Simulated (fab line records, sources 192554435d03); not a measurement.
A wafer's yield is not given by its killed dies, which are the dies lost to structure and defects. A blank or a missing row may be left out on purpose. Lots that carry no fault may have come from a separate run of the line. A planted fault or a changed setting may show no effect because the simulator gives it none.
Matching of chambers / flow n5-finfet / 3 sister chambers for N5_BEOL_M3_CO_CAP_55 on cvd-co-01
The step material Co, precursor CCTBA/H2, target thk 2 nm, time 102.1 s. 39 wafers are shown with their chamber, then 12 later ones without.

EACH WAFER AND ITS CHAMBER
wafer=L076.3; chamber=1; heater-power-w (W)=250
wafer=L076.4; chamber=2; heater-power-w (W)=272
wafer=L076.6; chamber=0; heater-power-w (W)=190
wafer=L075.1; chamber=1; heater-power-w (W)=256
wafer=L075.2; chamber=2; heater-power-w (W)=276
wafer=L075.6; chamber=0; heater-power-w (W)=185
wafer=L077.1; chamber=2; heater-power-w (W)=275
wafer=L077.4; chamber=1; heater-power-w (W)=255
wafer=L077.5; chamber=2; heater-power-w (W)=281
wafer=L079.4; chamber=0; heater-power-w (W)=187
wafer=L079.5; chamber=1; heater-power-w (W)=256
wafer=L079.6; chamber=2; heater-power-w (W)=283
wafer=L080.1; chamber=2; heater-power-w (W)=279
wafer=L080.5; chamber=1; heater-power-w (W)=255
wafer=L080.6; chamber=2; heater-power-w (W)=277
wafer=L081.1; chamber=0; heater-power-w (W)=187
wafer=L081.2; chamber=1; heater-power-w (W)=255
wafer=L081.3; chamber=2; heater-power-w (W)=284
wafer=L082.1; chamber=0; heater-power-w (W)=186
wafer=L082.2; chamber=1; heater-power-w (W)=258
wafer=L082.3; chamber=2; heater-power-w (W)=285
wafer=L083.2; chamber=2; heater-power-w (W)=275
wafer=L083.4; chamber=1; heater-power-w (W)=262
wafer=L083.5; chamber=2; heater-power-w (W)=276
wafer=L084.2; chamber=1; heater-power-w (W)=246
wafer=L084.4; chamber=2; heater-power-w (W)=276
wafer=L084.5; chamber=1; heater-power-w (W)=254
wafer=L089.1; chamber=0; heater-power-w (W)=193
wafer=L089.4; chamber=2; heater-power-w (W)=276
wafer=L089.5; chamber=1; heater-power-w (W)=254
wafer=L087.3; chamber=0; heater-power-w (W)=185
wafer=L087.5; chamber=0; heater-power-w (W)=185
wafer=L087.6; chamber=1; heater-power-w (W)=265
wafer=L090.2; chamber=1; heater-power-w (W)=261
wafer=L090.4; chamber=0; heater-power-w (W)=187
wafer=L090.6; chamber=2; heater-power-w (W)=271
wafer=L091.1; chamber=1; heater-power-w (W)=259
wafer=L091.2; chamber=2; heater-power-w (W)=277
wafer=L091.4; chamber=1; heater-power-w (W)=257

SIGNATURES (means of the wafers above)
reading=heater-power-w; chamber 0=187.22; chamber 1=256.20; chamber 2=277.53; scatter within a chamber=4.07
Rule: distance of a wafer from a chamber = root of the sum over the readings of ((wafer's reading minus chamber's mean) / reading's scatter) squared. If the next closest chamber is less than 2 further off than the closest, the wafer can't be placed; otherwise it belongs to the closest. The scatter: the root of (the sum of the squares of (reading less its chamber's mean) over the shown wafers, divided by (wafers less chambers)).

WAFERS MISSING THEIR CHAMBER
wafer=L093.1; heater-power-w (W)=183
wafer=L093.2; heater-power-w (W)=256
wafer=L093.4; heater-power-w (W)=187
wafer=L092.1; heater-power-w (W)=250
wafer=L092.4; heater-power-w (W)=254
wafer=L092.5; heater-power-w (W)=277
wafer=L094.3; heater-power-w (W)=248
wafer=L094.5; heater-power-w (W)=281
wafer=L094.6; heater-power-w (W)=185
wafer=L096.1; heater-power-w (W)=183
wafer=L096.3; heater-power-w (W)=278
wafer=L096.4; heater-power-w (W)=256

EACH ONE'S CHAMBER
wafer=L093.1; from the rows above=0; in truth=0
wafer=L093.2; from the rows above=1; in truth=1
wafer=L093.4; from the rows above=0; in truth=0
wafer=L092.1; from the rows above=1; in truth=1
wafer=L092.4; from the rows above=1; in truth=1
wafer=L092.5; from the rows above=2; in truth=2
wafer=L094.3; from the rows above=1; in truth=1
wafer=L094.5; from the rows above=2; in truth=2
wafer=L094.6; from the rows above=0; in truth=0
wafer=L096.1; from the rows above=0; in truth=0
wafer=L096.3; from the rows above=2; in truth=2
wafer=L096.4; from the rows above=1; in truth=1
Placed correctly: 12 of 12. Can't be placed from these rows: 0. Number placed wrongly: 0.
